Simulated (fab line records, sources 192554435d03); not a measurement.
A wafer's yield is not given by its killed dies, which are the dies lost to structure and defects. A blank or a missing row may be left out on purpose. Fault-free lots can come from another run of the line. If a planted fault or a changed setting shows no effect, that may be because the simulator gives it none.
Which tool did it? || flow n5-finfet || 9 lots, 27 wafers sampled, at 5 steps of a route of 1938

== WHAT THE GAUGES SHOWED, per wafer ==
N5_BEOL_M4_RC_MEAS_101. Usual: DIBL_N 36.0 mV/V, standard deviation 1.7; DIBL_P 36.2 mV/V, standard deviation 1.9; IOFF_N 0.154 nA/um, standard deviation 0.028; IOFF_P 0.21 nA/um, standard deviation 0.036; ION_N 675 uA/um, standard deviation 11; ION_P 463 uA/um, standard deviation 8.3; SS_N 71.4 mV/dec, standard deviation 0.63; SS_P 73.2 mV/dec, standard deviation 0.55; VT_N 250.2 mV, standard deviation 3; VT_P -251 mV, standard deviation 3.7.
{"lot": "L803", "measured": "day 11 22:34", "on": "prober-01", "DIBL_N (mV/V)": "38.5 34.9 37.2", "DIBL_P (mV/V)": "40.8 36.2 39.1", "IOFF_N (nA/um)": "0.191 0.124 0.178", "IOFF_P (nA/um)": "0.23 0.17 0.20", "ION_N (uA/um)": "689 654 700", "ION_P (uA/um)": "469 455 465", "SS_N (mV/dec)": "71.7 71.2 71.2", "SS_P (mV/dec)": "73.7 73.0 74.1", "VT_N (mV)": "247.8 255.7 246.3", "VT_P (mV)": "-248 -254 -252", "flag": ""}
{"lot": "L815", "measured": "day 14 18:20", "on": "prober-01", "DIBL_N (mV/V)": "34.8 32.6 35.5", "DIBL_P (mV/V)": "35.1 32.5 35.8", "IOFF_N (nA/um)": "0.140 0.105 0.151", "IOFF_P (nA/um)": "0.18 0.15 0.20", "ION_N (uA/um)": "665 658 662", "ION_P (uA/um)": "452 454 457", "SS_N (mV/dec)": "71.5 70.6 70.9", "SS_P (mV/dec)": "73.5 73.3 73.1", "VT_N (mV)": "250.6 256.1 249.8", "VT_P (mV)": "-255 -255 -253", "flag": ""}
{"lot": "L816", "measured": "day 15 03:25", "on": "prober-02", "DIBL_N (mV/V)": "37.2 39.3 36.8", "DIBL_P (mV/V)": "37.0 38.5 36.7", "IOFF_N (nA/um)": "0.177 0.221 0.175", "IOFF_P (nA/um)": "0.23 0.26 0.24", "ION_N (uA/um)": "681 682 687", "ION_P (uA/um)": "468 466 474", "SS_N (mV/dec)": "71.8 72.9 70.9", "SS_P (mV/dec)": "73.7 73.6 74.0", "VT_N (mV)": "250.5 246.6 247.1", "VT_P (mV)": "-249 -246 -248", "flag": ""}
{"lot": "L817", "measured": "day 15 04:00", "on": "prober-01", "DIBL_N (mV/V)": "35.2 33.8 36.6", "DIBL_P (mV/V)": "32.4 32.5 35.7", "IOFF_N (nA/um)": "0.128 0.107 0.150", "IOFF_P (nA/um)": "0.17 0.17 0.22", "ION_N (uA/um)": "662 669 673", "ION_P (uA/um)": "459 462 466", "SS_N (mV/dec)": "70.8 70.2 71.1", "SS_P (mV/dec)": "72.1 72.8 72.9", "VT_N (mV)": "256.1 258.0 251.3", "VT_P (mV)": "-253 -255 -248", "flag": ""}
{"lot": "L818", "measured": "day 15 06:22", "on": "prober-01", "DIBL_N (mV/V)": "35.8 36.0 39.1", "DIBL_P (mV/V)": "35.9 36.7 38.8", "IOFF_N (nA/um)": "0.150 0.158 0.214", "IOFF_P (nA/um)": "0.18 0.20 0.23", "ION_N (uA/um)": "663 665 697", "ION_P (uA/um)": "453 462 468", "SS_N (mV/dec)": "71.1 71.2 71.9", "SS_P (mV/dec)": "72.5 72.8 73.2", "VT_N (mV)": "251.4 247.5 244.7", "VT_P (mV)": "-251 -249 -251", "flag": ""}
{"lot": "L820", "measured": "day 15 08:19", "on": "prober-01", "DIBL_N (mV/V)": "36.7 37.2 36.0", "DIBL_P (mV/V)": "35.6 37.2 34.8", "IOFF_N (nA/um)": "0.158 0.174 0.164", "IOFF_P (nA/um)": "0.24 0.26 0.23", "ION_N (uA/um)": "666 677 686", "ION_P (uA/um)": "465 471 477", "SS_N (mV/dec)": "71.5 71.2 71.5", "SS_P (mV/dec)": "73.4 73.7 73.0", "VT_N (mV)": "252.7 247.7 248.4", "VT_P (mV)": "-247 -243 -247", "flag": ""}

== EACH LOT AND THE TOOL THAT RAN IT (in order: tool; ch and the chambers of the sampled wafers; start) ==
{"lot": "L803", "N5_FIN_SAQP_DESCUM_21": "rie-diel-05 ch 0,2, day 3 03:57", "N5_FIN_SAQP_STRIP_55": "rie-diel-03 ch 2,3, day 3 04:20", "N5_FIN_SAQP_RECESS_75": "vapor-etch-01 ch 1, day 3 04:40", "N5_FIN_SAQP_MANDREL_ETCH_58": "rie-si-01 ch 0,3, day 3 06:15"}
{"lot": "L809", "N5_FIN_SAQP_DESCUM_21": "rie-diel-05 ch 2,3, day 4 15:40", "N5_FIN_SAQP_STRIP_55": "rie-diel-03 ch 1,2,3, day 4 16:07", "N5_FIN_SAQP_RECESS_75": "vapor-etch-01 ch 1, day 4 16:26", "N5_FIN_SAQP_MANDREL_ETCH_58": "rie-si-01 ch 0,1,3, day 4 18:17"}
{"lot": "L810", "N5_FIN_SAQP_DESCUM_21": "rie-diel-03 ch 2,3, day 5 00:36", "N5_FIN_SAQP_STRIP_55": "rie-diel-05 ch 0,2, day 5 00:59", "N5_FIN_SAQP_RECESS_75": "vapor-etch-01 ch 0,1, day 5 01:20", "N5_FIN_SAQP_MANDREL_ETCH_58": "rie-si-05 ch 0,1, day 5 03:46"}
{"lot": "L811", "N5_FIN_SAQP_DESCUM_21": "rie-diel-01 ch 0,1,2, day 5 04:43", "N5_FIN_SAQP_STRIP_55": "rie-diel-03 ch 0,1,2, day 5 05:05", "N5_FIN_SAQP_RECESS_75": "vapor-etch-02 ch 0,1, day 5 05:26", "N5_FIN_SAQP_MANDREL_ETCH_58": "rie-si-01 ch 0,1, day 5 07:24"}
{"lot": "L815", "N5_FIN_SAQP_DESCUM_21": "rie-diel-03 ch 0,1,3, day 6 05:28", "N5_FIN_SAQP_STRIP_55": "rie-diel-05 ch 0,2,3, day 6 05:52", "N5_FIN_SAQP_RECESS_75": "vapor-etch-02 ch 0,1, day 6 06:11", "N5_FIN_SAQP_MANDREL_ETCH_58": "rie-si-05 ch 0,1,2, day 6 07:41"}
{"lot": "L816", "N5_FIN_SAQP_DESCUM_21": "rie-diel-03 ch 0,1,3, day 6 10:44", "N5_FIN_SAQP_STRIP_55": "rie-diel-01 ch 1,2,3, day 6 11:13", "N5_FIN_SAQP_RECESS_75": "vapor-etch-02 ch 0,1, day 6 11:32", "N5_FIN_SAQP_MANDREL_ETCH_58": "rie-si-03 ch 0,1,3, day 6 13:02"}
{"lot": "L817", "N5_FIN_SAQP_DESCUM_21": "rie-diel-03 ch 0,1, day 6 17:35", "N5_FIN_SAQP_STRIP_55": "rie-diel-01 ch 0,1,3, day 6 18:10", "N5_FIN_SAQP_RECESS_75": "vapor-etch-01 ch 0,1, day 6 18:29", "N5_FIN_SAQP_MANDREL_ETCH_58": "rie-si-01 ch 1,3, day 6 20:01"}
{"lot": "L818", "N5_FIN_SAQP_DESCUM_21": "rie-diel-01 ch 0,1,3, day 7 00:49", "N5_FIN_SAQP_STRIP_55": "rie-diel-05 ch 0,1,2, day 7 01:14", "N5_FIN_SAQP_RECESS_75": "vapor-etch-02 ch 0,1, day 7 01:33", "N5_FIN_SAQP_MANDREL_ETCH_58": "rie-si-03 ch 0,1, day 7 03:04"}
{"lot": "L820", "N5_FIN_SAQP_DESCUM_21": "rie-diel-03 ch 0,1, day 7 12:38", "N5_FIN_SAQP_STRIP_55": "rie-diel-01 ch 1,2,3, day 7 13:01", "N5_FIN_SAQP_RECESS_75": "vapor-etch-01 ch 0,1, day 7 13:38", "N5_FIN_SAQP_MANDREL_ETCH_58": "rie-si-03 ch 0,1,2, day 7 15:14"}
- N5_FIN_SAQP_DESCUM_21: chemistry O2, time 7.9 s.
- N5_FIN_SAQP_STRIP_55: strips in N2/H2.
- N5_FIN_SAQP_RECESS_75: chemistry HF/NH3, target SiO2, target depth 14.4 nm, afs cycles 3, sublimation time 60 s.
- N5_FIN_SAQP_MANDREL_ETCH_58: etches a-Si in HBr/Cl2, stops on SiNx, target depth 45 nm, bt time 10 s, time 27 s.

== AS READ BY THE TOOLS THEMSELVES (means over the sampled wafers that have a number; for cases with no such wafer, the mark the record gives instead) ==
N5_FIN_SAQP_DESCUM_21. Usual: value, then standard deviation, for each; chamber-pressure-mTorr 19.998 mTorr / 0.019; drypump-motor-current-A 5.9 A / 0.47; oes-product-au 0.81 a.u. / 0.096; rf-fwd-power-W 49.29 W / 0.22; rf-vpp-V 243.2 V / 1.3; showerhead-plenum-p-Torr 2.10 Torr / 0.067; throttle-valve-pct 20.42 % / 0.24.
{"lot": "L803", "tool": "rie-diel-05", "chamber-pressure-mTorr (mTorr)": 20.012, "drypump-motor-current-A (A)": 5.5, "oes-product-au (a.u.)": 0.85, "rf-fwd-power-W (W)": 49.36, "rf-vpp-V (V)": 245.4, "showerhead-plenum-p-Torr (Torr)": 2.17, "throttle-valve-pct (%)": 20.38, "flag": ""}
{"lot": "L809", "tool": "rie-diel-05", "chamber-pressure-mTorr (mTorr)": 20.008, "drypump-motor-current-A (A)": 5.6, "oes-product-au (a.u.)": 0.74, "rf-fwd-power-W (W)": 49.19, "rf-vpp-V (V)": 244.1, "showerhead-plenum-p-Torr (Torr)": 2.15, "throttle-valve-pct (%)": 20.50, "flag": ""}
{"lot": "L810", "tool": "rie-diel-03", "chamber-pressure-mTorr (mTorr)": 19.988, "drypump-motor-current-A (A)": 6.3, "oes-product-au (a.u.)": 0.83, "rf-fwd-power-W (W)": 49.35, "rf-vpp-V (V)": 243.9, "showerhead-plenum-p-Torr (Torr)": 2.14, "throttle-valve-pct (%)": 20.64, "flag": ""}
{"lot": "L811", "tool": "rie-diel-01", "chamber-pressure-mTorr (mTorr)": 19.983, "drypump-motor-current-A (A)": 6.0, "oes-product-au (a.u.)": 0.81, "rf-fwd-power-W (W)": 49.07, "rf-vpp-V (V)": 243.5, "showerhead-plenum-p-Torr (Torr)": 2.08, "throttle-valve-pct (%)": 20.33, "flag": ""}
{"lot": "L815", "tool": "rie-diel-03", "chamber-pressure-mTorr (mTorr)": 20.001, "drypump-motor-current-A (A)": 6.0, "oes-product-au (a.u.)": 0.81, "rf-fwd-power-W (W)": 49.44, "rf-vpp-V (V)": 243.6, "showerhead-plenum-p-Torr (Torr)": 2.11, "throttle-valve-pct (%)": 20.50, "flag": ""}
{"lot": "L816", "tool": "rie-diel-03", "chamber-pressure-mTorr (mTorr)": 20.000, "drypump-motor-current-A (A)": 6.0, "oes-product-au (a.u.)": 0.81, "rf-fwd-power-W (W)": 49.36, "rf-vpp-V (V)": 243.3, "showerhead-plenum-p-Torr (Torr)": 2.11, "throttle-valve-pct (%)": 20.49, "flag": ""}
{"lot": "L817", "tool": "rie-diel-03", "chamber-pressure-mTorr (mTorr)": 19.976, "drypump-motor-current-A (A)": 6.1, "oes-product-au (a.u.)": 0.86, "rf-fwd-power-W (W)": 49.59, "rf-vpp-V (V)": 243.5, "showerhead-plenum-p-Torr (Torr)": 2.06, "throttle-valve-pct (%)": 20.29, "flag": ""}
{"lot": "L818", "tool": "rie-diel-01", "chamber-pressure-mTorr (mTorr)": 20.000, "drypump-motor-current-A (A)": 5.9, "oes-product-au (a.u.)": 0.81, "rf-fwd-power-W (W)": 49.46, "rf-vpp-V (V)": 241.1, "showerhead-plenum-p-Torr (Torr)": 1.99, "throttle-valve-pct (%)": 20.28, "flag": ""}
{"lot": "L820", "tool": "rie-diel-03", "chamber-pressure-mTorr (mTorr)": 19.999, "drypump-motor-current-A (A)": 6.2, "oes-product-au (a.u.)": 0.85, "rf-fwd-power-W (W)": 49.39, "rf-vpp-V (V)": 242.7, "showerhead-plenum-p-Torr (Torr)": 2.06, "throttle-valve-pct (%)": 20.30, "flag": ""}

N5_FIN_SAQP_STRIP_55. Usual: chamber-pressure-mTorr 50.00 mTorr, standard deviation 0.078; drypump-motor-current-A 5.9 A, standard deviation 0.49; oes-product-au 0.82 a.u., standard deviation 0.092; rf-vpp-V 122.0 V, standard deviation 1.4; showerhead-plenum-p-Torr 3.36 Torr, standard deviation 0.12; throttle-valve-pct 18.9 %, standard deviation 0.31.
{"lot": "L803", "tool": "rie-diel-03", "chamber-pressure-mTorr (mTorr)": 49.94, "drypump-motor-current-A (A)": 6.0, "oes-product-au (a.u.)": 0.79, "rf-vpp-V (V)": 123.1, "showerhead-plenum-p-Torr (Torr)": 3.46, "throttle-valve-pct (%)": 19.2, "flag": ""}
{"lot": "L809", "tool": "rie-diel-03", "chamber-pressure-mTorr (mTorr)": 49.96, "drypump-motor-current-A (A)": 6.3, "oes-product-au (a.u.)": 0.84, "rf-vpp-V (V)": 122.9, "showerhead-plenum-p-Torr (Torr)": 3.45, "throttle-valve-pct (%)": 18.9, "flag": ""}
{"lot": "L810", "tool": "rie-diel-05", "chamber-pressure-mTorr (mTorr)": 49.92, "drypump-motor-current-A (A)": 5.5, "oes-product-au (a.u.)": 0.87, "rf-vpp-V (V)": 121.2, "showerhead-plenum-p-Torr (Torr)": 3.45, "throttle-valve-pct (%)": 18.9, "flag": ""}
{"lot": "L811", "tool": "rie-diel-03", "chamber-pressure-mTorr (mTorr)": 50.06, "drypump-motor-current-A (A)": 6.4, "oes-product-au (a.u.)": 0.90, "rf-vpp-V (V)": 123.1, "showerhead-plenum-p-Torr (Torr)": 3.38, "throttle-valve-pct (%)": 18.9, "flag": ""}
{"lot": "L815", "tool": "rie-diel-05", "chamber-pressure-mTorr (mTorr)": 50.01, "drypump-motor-current-A (A)": 5.5, "oes-product-au (a.u.)": 0.77, "rf-vpp-V (V)": 121.3, "showerhead-plenum-p-Torr (Torr)": 3.40, "throttle-valve-pct (%)": 18.9, "flag": ""}
{"lot": "L816", "tool": "rie-diel-01", "chamber-pressure-mTorr (mTorr)": 50.05, "drypump-motor-current-A (A)": 5.7, "oes-product-au (a.u.)": 0.79, "rf-vpp-V (V)": 121.0, "showerhead-plenum-p-Torr (Torr)": 3.29, "throttle-valve-pct (%)": 18.7, "flag": ""}
{"lot": "L817", "tool": "rie-diel-01", "chamber-pressure-mTorr (mTorr)": 50.01, "drypump-motor-current-A (A)": 5.9, "oes-product-au (a.u.)": 0.81, "rf-vpp-V (V)": 121.3, "showerhead-plenum-p-Torr (Torr)": 3.21, "throttle-valve-pct (%)": 18.6, "flag": ""}
{"lot": "L818", "tool": "rie-diel-05", "chamber-pressure-mTorr (mTorr)": 50.01, "drypump-motor-current-A (A)": 5.7, "oes-product-au (a.u.)": 0.86, "rf-vpp-V (V)": 122.5, "showerhead-plenum-p-Torr (Torr)": 3.39, "throttle-valve-pct (%)": 18.8, "flag": ""}
{"lot": "L820", "tool": "rie-diel-01", "chamber-pressure-mTorr (mTorr)": 49.94, "drypump-motor-current-A (A)": 5.6, "oes-product-au (a.u.)": 0.78, "rf-vpp-V (V)": 121.2, "showerhead-plenum-p-Torr (Torr)": 3.28, "throttle-valve-pct (%)": 18.7, "flag": ""}

N5_FIN_SAQP_RECESS_75. Usual: drypump-motor-current-A 5.5 A, standard deviation 0.39; foreline-p-Torr 0.1280 Torr, standard deviation 0.0004.
{"lot": "L803", "tool": "vapor-etch-01", "drypump-motor-current-A (A)": 5.2, "foreline-p-Torr (Torr)": 0.1275, "flag": ""}
{"lot": "L809", "tool": "vapor-etch-01", "drypump-motor-current-A (A)": "-", "foreline-p-Torr (Torr)": "-", "flag": "OFF"}
{"lot": "L810", "tool": "vapor-etch-01", "drypump-motor-current-A (A)": "-", "foreline-p-Torr (Torr)": "-", "flag": "OFF"}
{"lot": "L811", "tool": "vapor-etch-02", "drypump-motor-current-A (A)": "-", "foreline-p-Torr (Torr)": "-", "flag": "OFF"}
{"lot": "L815", "tool": "vapor-etch-02", "drypump-motor-current-A (A)": 5.8, "foreline-p-Torr (Torr)": 0.1280, "flag": ""}
{"lot": "L816", "tool": "vapor-etch-02", "drypump-motor-current-A (A)": 5.8, "foreline-p-Torr (Torr)": 0.1280, "flag": ""}
{"lot": "L817", "tool": "vapor-etch-01", "drypump-motor-current-A (A)": 5.3, "foreline-p-Torr (Torr)": 0.1279, "flag": ""}
{"lot": "L818", "tool": "vapor-etch-02", "drypump-motor-current-A (A)": 6.0, "foreline-p-Torr (Torr)": 0.1280, "flag": ""}
{"lot": "L820", "tool": "vapor-etch-01", "drypump-motor-current-A (A)": 5.2, "foreline-p-Torr (Torr)": 0.1276, "flag": ""}

N5_FIN_SAQP_MANDREL_ETCH_58. Usual: chamber-pressure-mTorr 10.000 mTorr, standard deviation 0.01; drypump-motor-current-A 5.7 A, standard deviation 0.58; oes-product-au 0.699 a.u., standard deviation 0.0094; rf-fwd-power-W 794.7 W, standard deviation 2.7; throttle-valve-pct 35.5 %, standard deviation 0.32.
{"lot": "L803", "tool": "rie-si-01", "chamber-pressure-mTorr (mTorr)": 10.000, "drypump-motor-current-A (A)": 6.1, "oes-product-au (a.u.)": 0.711, "rf-fwd-power-W (W)": 797.5, "throttle-valve-pct (%)": 35.1, "flag": ""}
{"lot": "L809", "tool": "rie-si-01", "chamber-pressure-mTorr (mTorr)": 10.003, "drypump-motor-current-A (A)": 5.6, "oes-product-au (a.u.)": 0.695, "rf-fwd-power-W (W)": 794.7, "throttle-valve-pct (%)": 35.2, "flag": ""}
{"lot": "L810", "tool": "rie-si-05", "chamber-pressure-mTorr (mTorr)": 9.997, "drypump-motor-current-A (A)": 5.9, "oes-product-au (a.u.)": 0.695, "rf-fwd-power-W (W)": 797.1, "throttle-valve-pct (%)": 35.5, "flag": ""}
{"lot": "L811", "tool": "rie-si-01", "chamber-pressure-mTorr (mTorr)": 10.004, "drypump-motor-current-A (A)": 5.1, "oes-product-au (a.u.)": 0.695, "rf-fwd-power-W (W)": 793.3, "throttle-valve-pct (%)": 35.0, "flag": ""}
{"lot": "L815", "tool": "rie-si-05", "chamber-pressure-mTorr (mTorr)": 9.998, "drypump-motor-current-A (A)": 5.7, "oes-product-au (a.u.)": 0.706, "rf-fwd-power-W (W)": 795.3, "throttle-valve-pct (%)": 35.6, "flag": ""}
{"lot": "L816", "tool": "rie-si-03", "chamber-pressure-mTorr (mTorr)": 10.003, "drypump-motor-current-A (A)": 5.7, "oes-product-au (a.u.)": 0.696, "rf-fwd-power-W (W)": 794.3, "throttle-valve-pct (%)": 35.7, "flag": ""}
{"lot": "L817", "tool": "rie-si-01", "chamber-pressure-mTorr (mTorr)": 10.001, "drypump-motor-current-A (A)": 5.2, "oes-product-au (a.u.)": 0.692, "rf-fwd-power-W (W)": 794.2, "throttle-valve-pct (%)": 35.3, "flag": ""}
{"lot": "L818", "tool": "rie-si-03", "chamber-pressure-mTorr (mTorr)": 9.997, "drypump-motor-current-A (A)": 5.9, "oes-product-au (a.u.)": 0.686, "rf-fwd-power-W (W)": 791.9, "throttle-valve-pct (%)": 35.7, "flag": ""}
{"lot": "L820", "tool": "rie-si-03", "chamber-pressure-mTorr (mTorr)": 9.995, "drypump-motor-current-A (A)": 5.7, "oes-product-au (a.u.)": 0.702, "rf-fwd-power-W (W)": 794.0, "throttle-valve-pct (%)": 35.6, "flag": ""}

== THE ANSWER, worked out from the rows above alone ==
Rule: a lot is off if the mean of its wafers that have a number lies more than 3 standard deviations from the usual mean. Also off: a lot with no number at a reading for which 4 or more lots have one. Where the step has rows for the other lots, those lots are counted as sound. The gauges are gone through in route order, then the tools' own readings, and for those a lot's mean is taken as printed above. At the first step where some lot is off, the reading lying furthest off is the one used; lots without a number count as furthest.
Off: L809, L810, L811 (N5_FIN_SAQP_RECESS_75, drypump-motor-current-A). Without a number there: L809, L810, L811.
If a tool, at that step or one of the process steps before it, ran each lot that is off and ran no sound lot following the first of them, it fits. Not one of the candidates tried fits.

== WHAT HAD BEEN PUT IN BY THE SIMULATOR ==
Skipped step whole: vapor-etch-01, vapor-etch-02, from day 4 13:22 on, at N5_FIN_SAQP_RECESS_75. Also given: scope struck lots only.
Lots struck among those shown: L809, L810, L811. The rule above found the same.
